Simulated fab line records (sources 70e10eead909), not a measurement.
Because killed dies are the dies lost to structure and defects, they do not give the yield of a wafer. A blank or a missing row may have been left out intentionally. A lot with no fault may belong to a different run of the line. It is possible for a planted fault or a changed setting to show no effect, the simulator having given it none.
Chamber matching    flow nandHarc    NHARC_P_CONTACT_CMP_01 on cmp-03: 4 sister chambers
The step polishes SiO2, target thk 200 nm. 14 wafers are shown with their chamber, then 7 later ones without.

== WAFERS WITH THEIR CHAMBER ==
wafer   chamber  motorCurrentA (A)
L461.1  0        10.9
L461.2  3        12.2
L461.5  0        10.6
L465.1  0        10.3
L465.3  1        11.1
L465.5  3        12.4
L469.1  0        11.2
L469.5  1        11.3
L469.6  0        11.3
L478.1  0        10.4
L478.3  1        11.3
L478.5  3        13.2
L477.4  2        10.4
L477.5  0        11.0

SIGNATURES (means of the wafers above)
reading        chamber 0  chamber 1  chamber 2  chamber 3  scatter within a chamber
motorCurrentA  10.814     11.233     10.400     12.600     0.387
Rule: for each reading, subtract the chamber's mean from the wafer's reading, divide by that reading's scatter and square the result; add these up over the readings and take the root, which gives the wafer's distance from the chamber. If the next closest chamber is less than 2 further off than the closest, the wafer can't be placed; otherwise it belongs to the closest. The scatter is the square root of a quotient: the sum, over the shown wafers, of each reading's squared deviation from its chamber's mean, divided by wafers minus chambers.

== WAFERS MISSING THEIR CHAMBER ==
wafer   motorCurrentA (A)
L477.6  11.1
L480.1  10.4
L480.2  11.0
L480.6  11.2
L482.1  13.2
L482.2  10.8
L482.4  11.5

== EACH ONE'S CHAMBER ==
wafer   from the rows above           in truth
L477.6  can't be placed: 1 or 0 or 2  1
L480.1  can't be placed: 2 or 0       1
L480.2  can't be placed: 0 or 1 or 2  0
L480.6  can't be placed: 1 or 0 or 2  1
L482.1  3                             3
L482.2  can't be placed: 0 or 2 or 1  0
L482.4  can't be placed: 1 or 0       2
1 of 7 placed correctly. These rows do not allow placing 6 (true chamber among the candidates in 4). Wrongly placed: 0.
